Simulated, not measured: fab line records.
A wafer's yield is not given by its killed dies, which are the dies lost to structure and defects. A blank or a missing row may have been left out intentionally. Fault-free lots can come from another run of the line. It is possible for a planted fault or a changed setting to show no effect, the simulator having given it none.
fab line records -- flow nandHarc
record: lots: 6, wafers: 18, lastDay: 32
route steps=1302 shown P_CONTACT@249 P_M0@253 END@1302
lots with no fault: from the same line, run without faults
startH: hours from the record's opening day to when the first of the lot's shown wafers began -- waitH: time in hours since the lot's previous step -- " unchanged from the row above -- L1.1+2: several wafers, shown together as one row -- - value missing, or start not given -- * or withheld: withheld -- < > ~ a bound
route shown NAME@n: names a module that has steps shown in the file, with the first one's number in the route -- usual: mean/standard deviation taken from wafers without a fault -- same: alike in all rows -- chamber/n: place in a boat -- sites: per-site readings -- _std_site: their standard deviation -- _edge_site: inner sites' mean taken away from outer sites' mean -- radiusMm: how far each site lies from the wafer's centre -- mask NAME#n: copy n -- behind: the most recent tool/chamber to have shaped the wafer -- hold: reason for holding the lot/hours on hold/outcome of the hold -- device: the n, p or np transistor that did not switch -- end of line: the route-end tests of the same wafers -- step lacking rows: just its recipe -- killed: not the wafer's yield, but the dies lost to structure and defects at the first sort -- map: shows each die of a wafer: x if killed, . if not, _ if none is there
set.NAME: setting as actually run; set.NAME@STEP: the setting as run at that earlier step -- model.NAME: the simulator's own value behind a step, which no gauge read
lots at some steps of the route; a table a step, a row a wafer
services: when a tool's chamber went out of use (startH, in hours from the record's first day, below 0 if earlier), for how many hours, and the reason
== steps ==
step: NHARC_P_CONTACT_CMP_24
recipe: tOverpolishS: 30, targetThkNm: 200
usual: motorCurrentA: 11.7/1.2, overpolishRunS: 30.001/0.0082, retainingRingPressureFrac: 1.000/0.0046, timeToEndpointS: 41/3.6
lot.wafer,tool,chamber,startH,waitH,motorCurrentA,overpolishRunS,retainingRingPressureFrac,timeToEndpointS
L216.1,cmp-04,3,220.27,0.5,10.5,30.003,0.998,36
L216.6,cmp-04,1,220.27,0.5,12.1,30.027,0.996,43
L216.5,cmp-04,2,220.27,0.5,12.8,29.997,0.999,47
L217.2,cmp-04,1,235.90,0.5,11.9,30.003,0.991,40
L217.3,cmp-04,3,235.90,0.5,9.8,30.002,1.002,37
L217.6,cmp-04,1,235.90,0.5,12.0,29.995,1.000,41
L219.4,cmp-01,1,245.12,0.4,13.0,29.998,1.007,42
L219.5,cmp-01,2,245.12,0.4,12.7,30.009,1.000,34
L219.6,cmp-01,3,245.12,0.4,10.3,30.006,1.001,36
L225.4,cmp-02,2,307.63,0.3,12.2,30.001,1.001,45
L225.2,cmp-02,3,307.63,0.3,9.8,30.007,0.997,39
L225.6,cmp-02,1,307.63,0.3,13.1,29.992,0.996,43
L226.2,cmp-04,0,325.01,0.6,11.8,30.002,0.997,46
L226.3,cmp-04,1,325.01,0.6,12.5,30.001,1.004,45
L226.6,cmp-04,3,325.01,0.6,10.5,29.999,0.997,35
L227.2,cmp-04,3,327.81,0.5,10.5,30.004,0.996,36
L227.5,cmp-04,1,327.81,0.5,12.3,30.000,1.002,41
L227.6,cmp-04,2,327.81,0.5,12.4,30.008,1.005,43
step: NHARC_P_CONTACT_SRD_26
step: NHARC_P_CONTACT_INSPECT_27
usual: rawDefectCount: 283/92
lot.wafer,tool,chamber,startH,waitH,rawDefectCount
L216.1,defectInspect-01,-,220.62,0.1,186
L216.5,defectInspect-01,-,220.62,0.1,275
L216.6,defectInspect-01,-,220.62,0.1,371
L217.2,defectInspect-02,-,236.28,0.1,407
L217.3,defectInspect-02,-,236.28,0.1,418
L217.6,defectInspect-02,-,236.28,0.1,270
L219.4,defectInspect-01,-,245.45,0.1,263
L219.5,defectInspect-01,-,245.45,0.1,165
L219.6,defectInspect-01,-,245.45,0.1,429
L225.2,defectInspect-01,-,308.00,0.1,260
L225.4,defectInspect-01,-,308.00,0.1,215
L225.6,defectInspect-01,-,308.00,0.1,275
L226.2,defectInspect-01,-,325.39,0.1,360
L226.3,defectInspect-01,-,325.39,0.1,323
L226.6,defectInspect-01,-,325.39,0.1,234
L227.2,defectInspect-02,-,328.18,0.1,354
L227.5,defectInspect-02,-,328.18,0.1,262
L227.6,defectInspect-02,-,328.18,0.1,415
step: NHARC_P_M0_DEP_00
recipe: targetThkA: 1500, targetThkNm: 150, tempC: withheld, pressureTorr: 5, flowSccm: 200, rfW: 600, material: SiOC
step: NHARC_P_M0_DEHYDRATE_01
recipe: tempC: 150, timeS: 120
step: NHARC_P_M0_HMDS_02
recipe: timeS: 30
step: NHARC_P_M0_COAT_33
recipe: tempC: 200, timeS: 65
step: NHARC_P_M0_COAT_03
recipe: spinRpm: 1500, resistThkNm: 90
step: NHARC_P_M0_SOFTBAKE_04
recipe: tempC: 105, timeS: 55
step: NHARC_P_M0_EBR_05
step: NHARC_P_M0_EXPOSE_06
recipe: na: 1.35, targetCdNm: 90, doseMj: 81.28, maskId: P_M0
step: NHARC_P_M0_PEB_07
recipe: pebTempC: 100, pebTimeS: 65
usual: heaterPowerTotalW: 156.6/0.41
lot.wafer,tool,chamber,startH,waitH,heaterPowerTotalW
L216.1,lithoTrack-01,0,221.33,0.1,157.0
L216.5,lithoTrack-01,0,221.33,0.1,156.4
L216.6,lithoTrack-01,0,221.33,0.1,156.6
L217.2,lithoTrack-01,0,237.10,0.1,156.5
L217.3,lithoTrack-01,0,237.10,0.1,156.4
L217.6,lithoTrack-01,0,237.10,0.1,156.8
L219.4,lithoTrack-06,0,246.14,0.0,157.0
L219.5,lithoTrack-06,0,246.14,0.0,157.0
L219.6,lithoTrack-06,0,246.14,0.0,157.1
L225.2,lithoTrack-04,0,308.70,0.1,157.2
L225.4,lithoTrack-04,0,308.70,0.1,156.0
L225.6,lithoTrack-04,0,308.70,0.1,157.0
L226.2,lithoTrack-06,0,329.00,0.1,156.1
L226.3,lithoTrack-06,0,329.00,0.1,156.2
L226.6,lithoTrack-06,0,329.00,0.1,156.8
L227.2,lithoTrack-01,0,329.03,0.1,156.8
L227.5,lithoTrack-01,0,329.03,0.1,157.0
L227.6,lithoTrack-01,0,329.03,0.1,157.2
step: NHARC_P_M0_DEVELOP_08
recipe: developTimeS: 35, devTempC: 23
step: NHARC_P_M0_CD_MEAS_09
recipe: targetCdNm: 90, landingEnergyEv: 500
usual: cdNm: 89.6/0.7
lot.wafer,tool,chamber,startH,waitH,cdNm
L216.1,cdSem-02,0,221.41,-,90.0
L216.5,cdSem-02,0,221.41,-,91.5
L216.6,cdSem-02,0,221.41,-,89.2
L217.2,cdSem-01,0,237.18,-,91.2
L217.3,cdSem-01,0,237.18,-,90.3
L217.6,cdSem-01,0,237.18,-,90.0
L219.4,cdSem-02,0,246.23,-,89.2
L219.5,cdSem-02,0,246.23,-,88.6
L219.6,cdSem-02,0,246.23,-,89.2
L225.2,cdSem-03,0,308.79,-,89.4
L225.4,cdSem-03,0,308.79,-,89.0
L225.6,cdSem-03,0,308.79,-,90.2
L226.2,cdSem-03,0,329.09,-,89.6
L226.3,cdSem-03,0,329.09,-,88.8
L226.6,cdSem-03,0,329.09,-,88.6
L227.2,cdSem-01,0,329.12,-,89.3
L227.5,cdSem-01,0,329.12,-,90.3
L227.6,cdSem-01,0,329.12,-,90.4
step: NHARC_P_M0_OVL_MEAS_10
recipe: pitchNm: 180
usual: overlayXNm: 0.1/0.78, overlayYNm: 0.1/0.8
lot.wafer,tool,chamber,startH,waitH,overlayXNm,overlayYNm
L216.1,overlay-02,-,221.49,-,0.1,0.0
L216.5,overlay-02,-,221.49,-,-0.1,0.0
L216.6,overlay-02,-,221.49,-,0.4,0.0
L217.2,overlay-02,-,237.27,-,-0.5,-1.3
L217.3,overlay-02,-,237.27,-,0.4,-1.1
L217.6,overlay-02,-,237.27,-,-0.3,-0.9
L219.4,overlay-02,-,246.31,-,-0.3,-0.6
L219.5,overlay-02,-,246.31,-,-1.3,-0.3
L219.6,overlay-02,-,246.31,-,-0.8,0.0
L225.2,overlay-02,-,308.87,-,-0.8,0.5
L225.4,overlay-02,-,308.87,-,-0.6,0.6
L225.6,overlay-02,-,308.87,-,-0.8,0.5
L226.2,overlay-02,-,329.17,-,0.0,1.4
L226.3,overlay-02,-,329.17,-,0.4,1.0
L226.6,overlay-02,-,329.17,-,-0.1,1.3
L227.2,overlay-01,-,329.20,-,-1.0,1.4
L227.5,overlay-01,-,329.20,-,-0.8,1.3
L227.6,overlay-01,-,329.20,-,-0.6,0.9
step: NHARC_P_M0_INSPECT_11
usual: rawDefectCount: 4.6/2.6
lot.wafer,tool,chamber,startH,waitH,rawDefectCount
L216.1,defectInspect-02,-,221.53,0.0,5
L216.5,defectInspect-02,-,221.53,0.0,2
L216.6,defectInspect-02,-,221.53,0.0,4
L217.2,defectInspect-02,-,237.30,0.0,4
L217.3,defectInspect-02,-,237.30,0.0,3
L217.6,defectInspect-02,-,237.30,0.0,2
L219.4,defectInspect-01,-,246.35,0.0,11
L219.5,defectInspect-01,-,246.35,0.0,3
L219.6,defectInspect-01,-,246.35,0.0,6
L225.2,defectInspect-01,-,308.91,0.0,2
L225.4,defectInspect-01,-,308.91,0.0,7
L225.6,defectInspect-01,-,308.91,0.0,2
L226.2,defectInspect-01,-,329.21,0.0,1
L226.3,defectInspect-01,-,329.21,0.0,5
L226.6,defectInspect-01,-,329.21,0.0,5
L227.2,defectInspect-02,-,329.24,0.0,4
L227.5,defectInspect-02,-,329.24,0.0,5
L227.6,defectInspect-02,-,329.24,0.0,11
step: NHARC_P_M0_DESCUM_14
recipe: timeS: 3, o2FlowSccm: 200, arFlowSccm: 0, biasPowerW: 0, chemistry: O2
usual: drypumpMotorCurrentA: 5.5/0.45, oesProductAu: 0.997/0.012, rfVppV: 57.8/0.88, showerheadPlenumPTorr: 1.92/0.092, throttleValvePct: 11.311/0.0089
lot.wafer,tool,chamber,startH,waitH,drypumpMotorCurrentA,oesProductAu,rfHoursCounterH,rfVppV,showerheadPlenumPTorr,throttleValvePct,model.P_M0.cdNm
L216.1,rieDiel-03,0,221.59,0.1,5.7,0.961,18,57.4,1.80,11.317,89.03
L216.5,rieDiel-03,0,221.59,0.1,5.7,0.978,-,58.1,1.80,11.297,91.03
L216.6,rieDiel-03,1,221.59,0.1,5.0,0.986,-,58.8,1.95,11.307,89.67
L217.3,rieDiel-03,0,237.36,0.1,5.8,0.997,22,56.9,1.80,11.327,89.29
L217.2,rieDiel-03,2,237.36,0.1,5.4,0.992,26,57.0,1.78,11.304,90.77
L217.6,rieDiel-03,1,237.36,0.1,5.0,1.008,-,59.0,1.94,11.325,90.39
L219.4,rieDiel-03,3,246.41,0.1,5.4,1.004,26,58.0,2.04,11.311,89.67
L219.6,rieDiel-03,2,246.41,0.1,5.4,1.003,-,57.8,1.78,11.306,89.08
L219.5,rieDiel-03,3,246.41,0.1,5.4,1.011,-,57.9,2.03,11.309,89.14
L225.4,rieDiel-02,1,308.98,0.1,6.0,1.009,30,56.7,1.81,11.314,88.28
L225.2,rieDiel-02,3,308.98,0.1,6.0,1.004,30,58.0,1.83,11.307,90.52
L225.6,rieDiel-02,0,308.98,0.1,5.5,1.002,-,57.9,1.79,11.295,90.9
L226.2,rieDiel-09,2,329.45,0.2,5.5,1.009,0,59.6,1.95,11.310,90.16
L226.3,rieDiel-09,3,329.45,0.2,6.6,0.996,0,60.1,2.00,11.311,88.24
L226.6,rieDiel-09,0,329.45,0.2,5.4,0.984,-,56.3,1.92,11.307,88.98
L227.2,rieDiel-09,2,329.51,0.3,5.5,1.022,0,57.7,1.95,11.305,89.36
L227.5,rieDiel-09,2,329.51,0.3,5.5,1.015,-,58.3,1.95,11.285,90.74
L227.6,rieDiel-09,0,329.51,0.3,5.3,0.993,-,58.5,1.92,11.318,90.28
step: NHARC_P_M0_ETCH_34
recipe: targetDepthA: 400, overetchA: 120, timeS: 43.94, ionEnergyEv: 200, n2FlowSccm: 150, h2FlowSccm: 150, arFlowSccm: 0, rfW: 400, biasW: 150, chemistry: N2/H2
usual: drypumpMotorCurrentA: 5.5/0.44, oesProductAu: 0.999/0.012, rfFwdPowerW: 395.1/1.7, rfVppV: 430.7/2.9, showerheadPlenumPTorr: 2.04/0.1, throttleValvePct: 14.172/0.0088
lot.wafer,tool,chamber,startH,waitH,drypumpMotorCurrentA,oesProductAu,rfFwdPowerW,rfHoursCounterH,rfVppV,showerheadPlenumPTorr,throttleValvePct
L216.1,rieDiel-03,1,221.68,0.1,5.0,1.004,395.0,16,432.3,2.07,14.185
L216.6,rieDiel-03,0,221.68,0.1,5.8,0.981,397.2,-,427.3,1.91,14.164
L216.5,rieDiel-03,1,221.68,0.1,5.0,0.997,394.2,-,431.6,2.07,14.169
L217.2,rieDiel-03,0,237.46,0.1,5.8,0.990,396.5,22,427.1,1.91,14.170
L217.3,rieDiel-03,1,237.46,0.1,5.0,0.994,395.6,20,432.4,2.07,14.165
L217.6,rieDiel-03,0,237.46,0.1,5.7,0.972,396.8,-,426.9,1.91,14.154
L219.4,rieDiel-03,1,246.51,0.1,5.0,0.986,395.5,20,431.4,2.07,14.181
L219.6,rieDiel-03,1,246.51,0.1,5.0,0.989,394.2,-,432.4,2.07,14.156
L219.5,rieDiel-03,2,246.51,0.1,5.4,0.988,395.3,-,427.0,1.89,14.177
L225.2,rieDiel-02,0,309.06,0.1,5.6,0.993,397.7,30,426.0,1.90,14.186
L225.4,rieDiel-02,1,309.06,0.1,6.0,1.021,395.6,30,425.9,1.93,14.156
L225.6,rieDiel-02,0,309.06,0.1,5.6,1.000,397.5,-,427.0,1.90,14.155
L226.3,rieDiel-09,0,329.69,0.2,5.4,0.990,394.0,0,429.8,2.05,14.175
L226.2,rieDiel-09,2,329.69,0.2,5.5,1.019,392.6,0,431.3,2.08,14.182
L226.6,rieDiel-09,0,329.69,0.2,5.3,0.981,394.5,-,431.8,2.05,14.162
L227.2,rieDiel-09,0,329.74,0.2,5.3,0.986,394.9,0,431.0,2.05,14.175
L227.5,rieDiel-09,3,329.74,0.2,6.6,0.996,395.1,-,432.5,2.13,14.162
L227.6,rieDiel-09,0,329.74,0.2,5.3,0.979,395.2,-,430.9,2.05,14.174
step: NHARC_P_M0_ETCH_15
recipe: targetDepthA: 1500, overetchA: 150, timeS: 82.5, c4f8FlowSccm: withheld, arFlowSccm: 400, rfW: 600, biasW: 300, chemistry: C4F8/Ar
usual: oesProductAu: 0.951/0.022, rfFwdPowerW: 595.1/2, rfVppV: 441.1/2.9
lot.wafer,tool,chamber,startH,waitH,oesProductAu,rfFwdPowerW,rfHoursCounterH,rfVppV,model.P_M0.cdNm
L216.1,rieDiel-03,1,-,-,0.963,595.9,16,441.5,89.46
L216.6,rieDiel-03,1,-,-,0.955,595.3,-,442.4,89.44
L216.5,rieDiel-03,2,-,-,0.977,595.5,-,437.8,91.28
L217.3,rieDiel-03,2,-,-,0.959,594.9,26,437.9,89.61
L217.2,rieDiel-03,3,-,-,0.964,592.5,26,445.1,90.22
L217.6,rieDiel-03,2,-,-,0.958,595.4,-,435.2,89.89
L219.4,rieDiel-03,0,-,-,0.935,596.7,22,437.4,90.04
L219.6,rieDiel-03,3,-,-,0.943,594.1,-,446.6,89.12
L219.5,rieDiel-03,0,-,-,0.931,594.8,-,437.3,89.1
L225.4,rieDiel-02,2,-,-,0.959,593.6,29,438.8,87.93
L225.2,rieDiel-02,3,-,-,0.973,595.0,30,438.6,91.1
L225.6,rieDiel-02,2,-,-,0.955,591.1,-,440.3,91.86
L226.2,rieDiel-09,2,-,-,0.939,595.8,0,441.2,90.55
L226.3,rieDiel-09,0,-,-,0.902,595.6,0,439.1,88.06
L226.6,rieDiel-09,0,-,-,0.908,595.1,-,441.9,88.68
L227.2,rieDiel-09,2,-,-,0.941,591.5,0,443.9,89.24
L227.5,rieDiel-09,0,-,-,0.923,595.6,-,440.6,90.35
L227.6,rieDiel-09,3,-,-,0.925,594.4,-,443.5,90.12
step: NHARC_P_M0_CD_MEAS_16
usual: cdNm: 89.6/1.1
lot.wafer,tool,chamber,startH,waitH,cdNm
L216.1,cdSem-02,-,221.89,-,89.0
L216.5,cdSem-02,-,221.89,-,91.1
L216.6,cdSem-02,-,221.89,-,89.4
L217.2,cdSem-03,-,237.67,-,90.7
L217.3,cdSem-03,-,237.67,-,89.6
L217.6,cdSem-03,-,237.67,-,89.7
L219.4,cdSem-03,-,246.74,-,90.2
L219.5,cdSem-03,-,246.74,-,89.0
L219.6,cdSem-03,-,246.74,-,89.1
L225.2,cdSem-01,-,309.27,-,91.2
L225.4,cdSem-01,-,309.27,-,88.0
L225.6,cdSem-01,-,309.27,-,92.2
L226.2,cdSem-01,-,330.08,-,90.6
L226.3,cdSem-01,-,330.08,-,88.5
L226.6,cdSem-01,-,330.08,-,88.7
L227.2,cdSem-02,-,330.14,-,89.2
L227.5,cdSem-02,-,330.14,-,90.2
L227.6,cdSem-02,-,330.14,-,90.1
step: NHARC_END_SORT_01
recipe: tempC: 25
usual: defectLimitedYield: 91/3.1, killedAtArray: 59/21, killedAtOther: 1.0/1.1, killedAtPeriphery: 4.0/2.6, killedDies: 64/21, killedOpen: 3.2/1.7, killedShort: 2.5/1.5
same: grossDies: 677
lot.wafer,tool,chamber,startH,waitH,defectLimitedYield[%],killedAtArray,killedAtOther,killedAtPeriphery,killedDies,killedOpen,killedShort
L216.1,prober-01,0,663.34,2.5,87,84,1,2,87,6,2
L216.5,prober-01,0,666.56,3.7,86,91,0,1,92,5,1
L216.6,prober-01,0,667.36,4.0,86,90,1,2,93,2,2
L219.4,prober-01,0,697.18,3.4,86,83,1,9,93,5,3
L219.5,prober-01,0,697.99,3.7,85,90,0,10,100,1,3
L219.6,prober-01,0,698.80,4.0,87,81,2,7,90,5,5
L225.2,prober-02,0,765.77,2.8,91,60,2,2,64,2,0
L225.4,prober-02,0,767.36,3.4,91,63,0,1,64,2,2
L225.6,prober-02,0,768.95,4.0,92,55,0,0,55,0,2
L226.2,prober-02,0,774.98,2.8,93,44,4,2,50,1,0
L226.3,prober-02,0,775.78,3.1,92,48,2,2,52,2,0
L226.6,prober-02,0,778.19,4.0,92,50,1,5,56,1,6
L227.2,prober-01,0,774.98,2.8,90,58,1,6,65,7,4
L227.5,prober-01,0,777.37,3.7,91,56,3,3,62,2,5
L227.6,prober-01,0,778.17,4.0,90,61,0,6,67,6,2
killed by level:class
L216.1 A_CHANNEL_HOLE_D1:chamberFilmFlake=36 A_SLIT:chamberFilmFlake=23 A_CHANNEL_HOLE_D2:chamberFilmFlake=10 A_CONTACT:chamberFilmFlake=6 A_SOURCE_PLATE:geometricParticle:short=1 A_ONON_D1:geometricParticle:open=1 A_CHANNEL_FILL_D1:geometricParticle:short=1 A_CHANNEL_FILL_D1:geometricParticle:open=1
L216.5 A_CHANNEL_HOLE_D1:chamberFilmFlake=33 A_SLIT:chamberFilmFlake=33 A_CHANNEL_HOLE_D2:chamberFilmFlake=12 A_CONTACT:chamberFilmFlake=4 A_WL_FILL:geometricParticle:open=2 A_STAIRCASE:chamberFilmFlake=2 P_M0:geometricParticle:open=1 A_CHANNEL_FILL_D1:geometricParticle:short=1
L216.6 A_SLIT:chamberFilmFlake=36 A_CHANNEL_HOLE_D1:chamberFilmFlake=30 A_CHANNEL_HOLE_D2:chamberFilmFlake=18 A_WL_FILL:geometricParticle:open=2 A_ONON_D1:geometricParticle:short=1 A_STAIRCASE:geometricParticle:short=1 P_GATE:chamberFilmFlake=1 P_M1:chamberFilmFlake=1
L219.4 A_SLIT:chamberFilmFlake=32 A_CHANNEL_HOLE_D1:chamberFilmFlake=30 A_SGD_CUT:chamberFilmFlake=7 P_ZERO_WELL:chamberFilmFlake=4 P_M2:chamberFilmFlake=4 A_CONTACT:chamberFilmFlake=3 A_CHANNEL_FILL_D2:geometricParticle:open=2 A_M0:geometricParticle:open=2
L219.5 A_SLIT:chamberFilmFlake=41 A_CHANNEL_HOLE_D1:chamberFilmFlake=31 A_CONTACT:chamberFilmFlake=7 A_SGD_CUT:chamberFilmFlake=6 P_M2:chamberFilmFlake=5 P_STI:chamberFilmFlake=3 P_CONTACT:geometricParticle:short=1 A_DECK1_JOINT:geometricParticle:short=1
L219.6 A_CHANNEL_HOLE_D1:chamberFilmFlake=31 A_SLIT:chamberFilmFlake=30 A_SGD_CUT:chamberFilmFlake=6 A_CHANNEL_HOLE_D1:geometricParticle:open=2 P_ZERO_WELL:chamberFilmFlake=2 P_M2:chamberFilmFlake=2 A_WL_FILL:chamberFilmFlake=2 A_CONTACT:chamberFilmFlake=2
L225.2 A_CHANNEL_HOLE_D2:chamberFilmFlake=25 A_CHANNEL_HOLE_D1:chamberFilmFlake=12 A_SLIT:chamberFilmFlake=10 A_CONTACT:chamberFilmFlake=8 A_CHANNEL_FILL_D1:chamberFilmFlake=2 A_STAIRCASE:chamberFilmFlake=2 THIN_TSV:chamberFilmFlake=2 P_CONTACT:geometricParticle:open=1
L225.4 A_CHANNEL_HOLE_D2:chamberFilmFlake=19 A_CHANNEL_HOLE_D1:chamberFilmFlake=14 A_CONTACT:chamberFilmFlake=12 A_SLIT:chamberFilmFlake=7 A_STAIRCASE:chamberFilmFlake=4 A_CHANNEL_FILL_D1:chamberFilmFlake=2 A_SOURCE_PLATE:geometricParticle:open=1 A_ONON_D2:geometricParticle:short=1
L225.6 A_CHANNEL_HOLE_D2:chamberFilmFlake=19 A_CHANNEL_HOLE_D1:chamberFilmFlake=11 A_SLIT:chamberFilmFlake=9 A_CONTACT:chamberFilmFlake=7 A_STAIRCASE:chamberFilmFlake=4 A_ONON_D2:geometricParticle:short=1 A_WL_FILL:geometricParticle:short=1 A_ZERO_WELL:chamberFilmFlake=1
L226.2 A_SLIT:chamberFilmFlake=32 A_STAIRCASE:chamberFilmFlake=4 THIN_TSV:chamberFilmFlake=4 A_CONTACT:chamberFilmFlake=3 P_M0:chamberFilmFlake=2 A_CHANNEL_FILL_D1:chamberFilmFlake=1 A_CONTACT:geometricParticle:open=1 A_ZERO_WELL:chamberFilmFlake=1
L227.2 A_CHANNEL_HOLE_D2:chamberFilmFlake=31 A_CHANNEL_HOLE_D1:chamberFilmFlake=6 A_CONTACT:chamberFilmFlake=5 A_SLIT:chamberFilmFlake=4 P_GATE:chamberFilmFlake=3 A_ONON_D2:geometricParticle:open=2 A_CHANNEL_FILL_D2:geometricParticle:open=2 A_STAIRCASE:chamberFilmFlake=2
L226.3 A_SLIT:chamberFilmFlake=36 A_CONTACT:chamberFilmFlake=5 A_CHANNEL_HOLE_D2:chamberFilmFlake=2 A_STAIRCASE:chamberFilmFlake=2 THIN_TSV:chamberFilmFlake=2 A_SOURCE_PLATE:geometricParticle:open=1 A_ONON_D1:geometricParticle:open=1 P_ZERO_WELL:chamberFilmFlake=1
L227.5 A_CHANNEL_HOLE_D2:chamberFilmFlake=18 A_CHANNEL_HOLE_D1:chamberFilmFlake=13 A_SLIT:chamberFilmFlake=10 A_STAIRCASE:chamberFilmFlake=4 A_CONTACT:chamberFilmFlake=4 THIN_TSV:chamberFilmFlake=3 A_CHANNEL_FILL_D2:geometricParticle:open=2 P_M0:geometricParticle:short=1
L227.6 A_CHANNEL_HOLE_D2:chamberFilmFlake=35 A_CHANNEL_HOLE_D1:chamberFilmFlake=7 A_SLIT:chamberFilmFlake=7 P_GATE:chamberFilmFlake=4 A_ONON_D1:geometricParticle:open=3 A_STAIRCASE:chamberFilmFlake=2 A_CONTACT:chamberFilmFlake=2 P_GATE:geometricParticle:open=1
L226.6 A_SLIT:chamberFilmFlake=33 A_CHANNEL_HOLE_D1:chamberFilmFlake=3 A_CONTACT:chamberFilmFlake=3 A_WL_FILL:geometricParticle:short=2 P_GATE:chamberFilmFlake=2 P_M0:chamberFilmFlake=2 A_CHANNEL_FILL_D1:chamberFilmFlake=2 P_CONTACT:geometricParticle:short=1
== services ==
tool,chamber,startH,hours,kind
rieDiel-09,1,198.29,6.4,repair
lithoTrack-04,-,203.00,7.0,pm
cmp-04,-,209.12,4.0,pm
rieDiel-02,-,217.09,9.0,pm
cmp-01,-,225.29,0.4,repair
cmp-02,-,232.50,4.0,pm
cmp-01,-,234.99,1.7,repair
cmp-04,-,240.05,2.2,repair
cmp-01,-,243.62,1.0,repair
cmp-01,-,259.11,2.5,repair
rieDiel-09,1,263.44,2.9,repair
cmp-02,-,263.58,5.7,repair
cmp-02,-,279.24,1.3,repair
rieDiel-03,-,281.33,9.0,pm
cmp-01,-,283.70,4.0,pm
rieDiel-02,0,287.48,2.4,repair
cmp-04,-,290.25,2.0,repair
rieDiel-03,2,296.32,9.7,repair
cmp-04,-,307.12,4.0,pm
cmp-02,-,318.46,3.8,repair
rieDiel-09,1,319.43,1.2,repair
rieDiel-09,-,320.19,9.0,pm
cmp-01,-,323.42,5.9,repair
lithoTrack-01,-,330.00,7.0,pm
== key ==
firstSign: step: NHARC_P_M0_CD_MEAS_09, reading: cdNm, direction: up, sigmas: 2.5, usual: 89.6, struck: 91.4
effect none on later readings
modelEffect: step: NHARC_P_M0_DESCUM_14, value: P_M0.cdNm, without: 89.02, struck: 90.9
modelEffect: step: NHARC_P_M0_ETCH_15, value: P_M0.cdNm, without: 88.88, struck: 90.75
metAt NHARC_P_M0_PEB_07
struckWafers L216.5,L217.2
fault: kind: processParameterDrift, tool: lithoTrack-01, chamber: -, onsetH: 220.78, steps: NHARC_P_M0_PEB_07, channel: pebTimeS, offset: *, shape: step, endH: 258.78, scope: struckWafersOnly, actsIn: *, stated: *
